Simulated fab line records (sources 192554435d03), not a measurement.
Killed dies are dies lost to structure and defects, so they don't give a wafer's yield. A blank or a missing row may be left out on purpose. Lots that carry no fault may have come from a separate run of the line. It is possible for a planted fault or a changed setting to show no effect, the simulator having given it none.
Comparing a struck lot with a sound one	flow n5_finfet	19 out of 1938 route steps
Sound: the wafers L150.1, L150.4, L150.5. The struck wafers were L156.4, L156.5, L156.6. The cause is given at the end.
Per side, at each step with rows, come the tool, then ch with its chambers, and then its first start. Under that, the readings that differ: sound wafers	struck wafers	difference of the means	sigmas: that difference in standard deviations of wafers without a fault.
alike: same words and numbers on both sides, and readings whose means sit less than 2 such deviations apart. not compared: any withheld reading, any reading some wafer has no value for, any bound like >300 that may hide the same value, and any number with overlapping values for which the record gives no deviation.
The two part at a step that has a row with sigmas, a row that says differs or no value, or rows on one side only. When numbers do not overlap yet have no deviation, they are printed without sigmas and do not part them. A reading that every wafer of one side lacks parts them only if that side has two wafers or more.

first, 7 steps without rows for these wafers: N5_BEOL_M13_COAT_04 (resist thk 400 nm); N5_BEOL_M13_EBR_06; N5_BEOL_M13_SOFTBAKE_05 (time 60 s); N5_BEOL_M13_EXPOSE_07 (exposes mask V12); N5_BEOL_M13_PEB_08 (peb time 90 s); N5_BEOL_M13_DEVELOP_09 (develop time 45 s); N5_BEOL_M13_HARDBAKE_14 (time 120 s).
N5_BEOL_M13_CD_MEAS_10 targets a cd of 190 nm.
  sound on cd_sem-03 ch 0, day 14 10:57; struck on cd_sem-02 ch 0, day 15 04:45
reading	sound	struck	difference	sigmas
cd_nm (nm)	190.6 192.1 188.1	187.1 186.4 186.1	-3.7	-2
N5_BEOL_M13_OVL_MEAS_11:
  sound on overlay-02 ch 0, day 14 10:59; struck on overlay-02 ch 0, day 15 04:47
  alike: V12_OVL
N5_BEOL_M13_INSPECT_12: inspects for defects (macro).
  sound: defect_inspect-01 at day 14 11:00; struck: defect_inspect-02 at day 15 04:48
  alike: raw_defect_count
N5_BEOL_M13_DESCUM_15: chemistry O2, time 7.9 s.
  sound on rie_diel-03 ch 0,1,3, day 14 11:02; struck on rie_diel-03 ch 0,3, day 15 04:55
  alike: drypump_motor_current_A, oes_product_au, rf_vpp_V, showerhead_plenum_p_Torr, throttle_valve_pct
  not compared: rf_hours_counter_h
N5_BEOL_M13_ETCH_59: etches BARC in N2/H2, target depth 89 nm, overetch 26.7 nm, time 67.9 s.
  sound on rie_diel-03 ch 0,1,3, day 14 11:04; struck on rie_diel-03 ch 0,3, day 15 04:57
  alike: bias_w, chamber_pressure_mTorr, drypump_motor_current_A, oes_product_au, rf_vpp_V, showerhead_plenum_p_Torr, throttle_valve_pct
  not compared: rf_hours_counter_h
N5_BEOL_M13_VIA_ETCH_16: etches SiOC in C4F8/O2/Ar, target depth 921.7 nm.
  sound on rie_diel-03 ch 0,1,3, day 14 11:07; struck on rie_diel-03 ch 0,3, day 15 05:01
  no value came back on the struck wafers for any of 7 readings (C4F8_flow_sccm (sccm), O2_flow_sccm (sccm) and others); on the sound wafers C4F8_flow_sccm (sccm) reads 14.98 14.91 14.98
reading	sound	struck	difference	sigmas
model.coat_of_BEOL_M13_COAT_04.thk_nm (nm)	70.2 68.8 68	316 314.8 312.8	+246	
N5_BEOL_M13_STRIP_63: strips in N2/H2.
  sound on plasma_asher-01 ch 0,1, day 14 11:22; struck on plasma_asher-02 ch 0,1, day 15 05:23
reading	sound	struck	difference	sigmas
oes_product_au (a.u.)	0.675 0.673 0.673	0.860 0.851 0.857	+0.182	+37
strip_time_to_endpoint_s (s)	27.7 27.3 27.1	92.5 92.2 91.7	+64.8	+50
  alike: drypump_motor_current_A, heater_power_w
  not compared: rf_hours_counter_h
N5_BEOL_M13_STRIP_64: strips in N2/H2.
  sound on plasma_asher-01 ch 0,1, day 14 11:25; struck on plasma_asher-02 ch 0,1, day 15 05:26
reading	sound	struck	difference	sigmas
strip_time_to_endpoint_s (s)	31.31 31.41 31.40	31.23 31.23 31.17	-0.16	-3
  alike: drypump_motor_current_A, heater_power_w, oes_product_au
  not compared: rf_hours_counter_h
then, 2 steps without rows for these wafers: N5_BEOL_M13_STRIP_71 (strips in post etch residue remover, time 60 s); N5_BEOL_M13_SRD_72 (time 30 s, dry time 30 s).
N5_BEOL_M13_CD_MEAS_17 targets a cd of 190 nm.
  sound: cd_sem-03 at day 14 11:34; struck: cd_sem-03 at day 15 05:34
reading	sound	struck	difference	sigmas
cd_nm (nm)	190.6 194.6 188.7	- - -	no value on the struck wafers	
then, 1 step without rows for these wafers: N5_BEOL_M13_COAT_65 (time 60 s, resist thk 350 nm).

== WHERE THEY PART ==
Earliest at N5_BEOL_M13_CD_MEAS_10; latest, in this record, at N5_BEOL_M13_CD_MEAS_17.

WHY: what had been put in by the simulator
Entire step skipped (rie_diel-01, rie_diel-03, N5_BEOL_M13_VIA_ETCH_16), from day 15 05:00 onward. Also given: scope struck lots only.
